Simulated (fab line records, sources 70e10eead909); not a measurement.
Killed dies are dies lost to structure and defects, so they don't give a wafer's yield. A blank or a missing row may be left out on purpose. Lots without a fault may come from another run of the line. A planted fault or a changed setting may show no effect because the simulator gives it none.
Which tool did it? | flow nand_harc | 12 lots, 36 wafers sampled, at 6 steps of a route of 1302

WHAT THE GAUGES READ, wafer by wafer
NHARC_A_ONON_D2_THK_MEAS_14: measures by ellipsometry. Usual: thk_nm 1002 nm, standard deviation 9.8.
lot  | measured     | on            | thk_nm (nm)    | flag
L200 | day 13 04:14 | film_metro-01 | 1015 1014 1013 |
L203 | day 13 10:04 | film_metro-01 | 998 1002 1000  |
L202 | day 13 10:07 | film_metro-02 | 996 996 997    |
L205 | day 14 11:25 | film_metro-02 | 1003 1002 1002 |
L208 | day 15 23:54 | film_metro-01 | 1006 1004 1005 |
L210 | day 16 19:49 | film_metro-01 | 1010 1009 1011 |
L217 | day 19 22:49 | film_metro-01 | 1018 1020 1020 |
L218 | day 19 22:59 | film_metro-01 | 1007 1005 1005 |
L219 | day 20 16:47 | film_metro-02 | 973 973 974    |
L221 | day 21 19:38 | film_metro-02 | 996 995 995    |
L223 | day 21 19:46 | film_metro-01 | 997 997 997    |
L222 | day 22 01:38 | film_metro-01 | 1000 1000 1002 |

NHARC_A_CHANNEL_HOLE_D2_INSPECT_40. Usual: raw_defect_count 281, standard deviation 100.
lot  | measured     | on                | raw_defect_count              | flag
L200 | day 14 03:34 | defect_inspect-02 | 174 271 252                   |
L203 | day 14 11:02 | defect_inspect-02 | 385 314 574                   |
L202 | day 14 09:28 | defect_inspect-02 | 446 326 387                   |
L205 | day 15 12:43 | defect_inspect-01 | 297 255 447                   |
L208 | day 17 03:34 | defect_inspect-02 | 1641 1715 1720 1646 1690 1721 | OFF
L210 | day 17 23:46 | defect_inspect-01 | 1603 1565 1636 1620 1557 1631 | OFF
L217 | day 21 04:23 | defect_inspect-02 | 192 210 322                   |
L218 | day 21 07:57 | defect_inspect-01 | 221 285 229                   |
L219 | day 21 16:34 | defect_inspect-02 | 316 199 181                   |
L221 | day 22 17:16 | defect_inspect-02 | 220 152 170                   |
L223 | day 22 18:40 | defect_inspect-01 | 231 436 371                   |
L222 | day 22 22:54 | defect_inspect-01 | 530 619 402                   |

NHARC_END_SORT_01. Usual: killed_at_array 57, standard deviation 18; killed_at_other 0.8, standard deviation 1; killed_at_periphery 3.9, standard deviation 2.8; killed_dies 62, standard deviation 18; killed_open 3.4, standard deviation 1.8; killed_short 2.2, standard deviation 1.6.
lot  | measured     | on        | killed_at_array | killed_at_other | killed_at_periphery | killed_dies | killed_open | killed_short | flag
L208 | day 28 05:51 | prober-02 | 131 99 109      | 0 0 0           | 7 5 3               | 138 104 112 | 3 3 4       | 1 1 4        | OFF
L210 | day 30 23:28 | prober-01 | 109 96 128      | 0 1 3           | 2 1 1               | 111 98 132  | 0 1 1       | 2 2 2        |

WHICH TOOL RAN EACH LOT (tool, then ch and the chambers of the sampled wafers, then the start)
lot  | NHARC_A_CHANNEL_HOLE_D2_DEP_01  | NHARC_A_CHANNEL_HOLE_D2_ETCH_22  | NHARC_A_CHANNEL_HOLE_D2_ETCH_24
L200 | pecvd-02 ch 0,1, day 13 19:17   | har_etch-01 ch 0,1, day 13 22:38 | har_etch-01 ch 0,1, day 13 23:53
L203 | pecvd-02 ch 0,1,2, day 14 03:26 | har_etch-01 ch 0,1, day 14 06:22 | har_etch-01 ch 0,1, day 14 07:41
L202 | pecvd-03 ch 0,2, day 14 01:28   | har_etch-02 ch 0,1, day 14 04:37 | har_etch-02 ch 0,1, day 14 05:53
L205 | pecvd-02 ch 0,1,2, day 15 01:02 | har_etch-01 ch 0,1, day 15 07:58 | har_etch-01 ch 0,1, day 15 09:16
L208 | pecvd-01 ch 0,1,2, day 16 19:55 | har_etch-01 ch 0,1, day 16 22:43 | har_etch-01 ch 0,1, day 16 23:59
L210 | pecvd-03 ch 0,1, day 17 12:06   | har_etch-01 ch 0,1, day 17 18:56 | har_etch-01 ch 0,1, day 17 20:12
L217 | pecvd-02 ch 0,1, day 20 18:02   | har_etch-02 ch 0,1, day 20 23:32 | har_etch-02 ch 0,1, day 21 00:47
L218 | pecvd-01 ch 1,2, day 20 18:41   | har_etch-01 ch 0,1, day 21 03:07 | har_etch-01 ch 0,1, day 21 04:23
L219 | pecvd-03 ch 0,1,2, day 21 06:36 | har_etch-02 ch 0,1, day 21 11:42 | har_etch-02 ch 0,1, day 21 12:58
L221 | pecvd-02 ch 0,1, day 22 09:28   | har_etch-02 ch 0,1, day 22 12:37 | har_etch-02 ch 0,1, day 22 13:56
L223 | pecvd-03 ch 0,1, day 22 09:53   | har_etch-01 ch 0,1, day 22 13:56 | har_etch-01 ch 0,1, day 22 15:14
L222 | pecvd-02 ch 0,1, day 22 14:11   | har_etch-01 ch 0,1, day 22 17:59 | har_etch-01 ch 0,1, day 22 19:14
- NHARC_A_CHANNEL_HOLE_D2_DEP_01: deposits SiON, target thk 140 nm.
- NHARC_A_CHANNEL_HOLE_D2_ETCH_22: etches the open film in C4F8/O2/Ar, time 666.7 s, target depth 1600 nm.
- NHARC_A_CHANNEL_HOLE_D2_ETCH_24: etches the open film in C4F8/O2/Ar, time 906.2 s, target depth 1500 nm.

WHAT THE TOOLS THEMSELVES READ (means of the sampled wafers that have a number; where no wafer has one, the mark that the record gives instead)
NHARC_A_CHANNEL_HOLE_D2_DEP_01. Usual: heater_power_w 742 W, standard deviation 100; susceptor_temp_C 399.97 C, standard deviation 0.21.
lot  | tool     | heater_power_w (W) | susceptor_temp_C (C) | flag
L200 | pecvd-02 | 665                | 399.76               |
L203 | pecvd-02 | 727                | 400.27               |
L202 | pecvd-03 | 688                | 399.95               |
L205 | pecvd-02 | 714                | 399.84               |
L208 | pecvd-01 | 819                | 400.12               |
L210 | pecvd-03 | 679                | 399.91               |
L217 | pecvd-02 | 751                | 400.11               |
L218 | pecvd-01 | 740                | 400.07               |
L219 | pecvd-03 | 726                | 400.06               |
L221 | pecvd-02 | 723                | 399.99               |
L223 | pecvd-03 | 690                | 400.05               |
L222 | pecvd-02 | 786                | 399.99               |

NHARC_A_CHANNEL_HOLE_D2_ETCH_22. Usual: drypump_motor_current_A 5.74 A, standard deviation 0.15; showerhead_plenum_p_Torr 3.65 Torr, standard deviation 0.15; throttle_valve_pct 32.154 %, standard deviation 0.0091.
lot  | tool        | drypump_motor_current_A (A) | showerhead_plenum_p_Torr (Torr) | throttle_valve_pct (%) | flag
L200 | har_etch-01 | 5.60                        | 3.59                            | 32.151                 |
L203 | har_etch-01 | 5.59                        | 3.56                            | 32.159                 |
L202 | har_etch-02 | 5.84                        | 3.55                            | 32.150                 |
L205 | har_etch-01 | 5.58                        | 3.55                            | 32.150                 |
L208 | har_etch-01 | 5.58                        | 3.54                            | 32.154                 |
L210 | har_etch-01 | 5.59                        | 3.53                            | 32.147                 |
L217 | har_etch-02 | 5.90                        | 3.75                            | 32.159                 |
L218 | har_etch-01 | 5.60                        | 3.54                            | 32.158                 |
L219 | har_etch-02 | 5.92                        | 3.75                            | 32.160                 |
L221 | har_etch-02 | 5.83                        | 3.81                            | 32.156                 |
L223 | har_etch-01 | 5.59                        | 3.49                            | 32.148                 |
L222 | har_etch-01 | 5.59                        | 3.49                            | 32.159                 |

NHARC_A_CHANNEL_HOLE_D2_ETCH_24. Usual: drypump_motor_current_A 5.74 A, standard deviation 0.15; showerhead_plenum_p_Torr 3.64 Torr, standard deviation 0.15; throttle_valve_pct 32.236 %, standard deviation 0.0098.
lot  | tool        | drypump_motor_current_A (A) | showerhead_plenum_p_Torr (Torr) | throttle_valve_pct (%) | flag
L200 | har_etch-01 | 5.59                        | 3.59                            | 32.237                 |
L203 | har_etch-01 | 5.60                        | 3.55                            | 32.234                 |
L202 | har_etch-02 | 5.84                        | 3.55                            | 32.237                 |
L205 | har_etch-01 | 5.58                        | 3.54                            | 32.236                 |
L208 | har_etch-01 | 5.59                        | 3.53                            | 32.244                 |
L210 | har_etch-01 | 5.59                        | 3.52                            | 32.230                 |
L217 | har_etch-02 | 5.91                        | 3.75                            | 32.235                 |
L218 | har_etch-01 | 5.58                        | 3.53                            | 32.250                 |
L219 | har_etch-02 | 5.90                        | 3.74                            | 32.241                 |
L221 | har_etch-02 | 5.84                        | 3.81                            | 32.230                 |
L223 | har_etch-01 | 5.59                        | 3.49                            | 32.232                 |
L222 | har_etch-01 | 5.59                        | 3.49                            | 32.228                 |

THE ANSWER, worked out from the rows above alone
Rule: a lot is off if the mean of its wafers that have a number lies more than 3 standard deviations from the usual mean. A lot without any number at a reading at which 4 lots or more have one is off too. The other lots that the step has rows for count as sound. The gauges are gone through in route order, then the tools' own readings, and for those a lot's mean is taken as printed above. The first step at which some lot is off is used, and at that step the reading that is off furthest; a lot without a number counts as furthest.
Off: L208, L210, at NHARC_A_CHANNEL_HOLE_D2_INSPECT_40 (raw_defect_count).
A tool fits if, at a process step before that reading, it ran every lot that is off, and no sound lot after the first of them. The gauges at NHARC_A_CHANNEL_HOLE_D2_INSPECT_40 are tried like those tools. None of those tried fits.

WHAT THE SIMULATOR HAD PUT IN
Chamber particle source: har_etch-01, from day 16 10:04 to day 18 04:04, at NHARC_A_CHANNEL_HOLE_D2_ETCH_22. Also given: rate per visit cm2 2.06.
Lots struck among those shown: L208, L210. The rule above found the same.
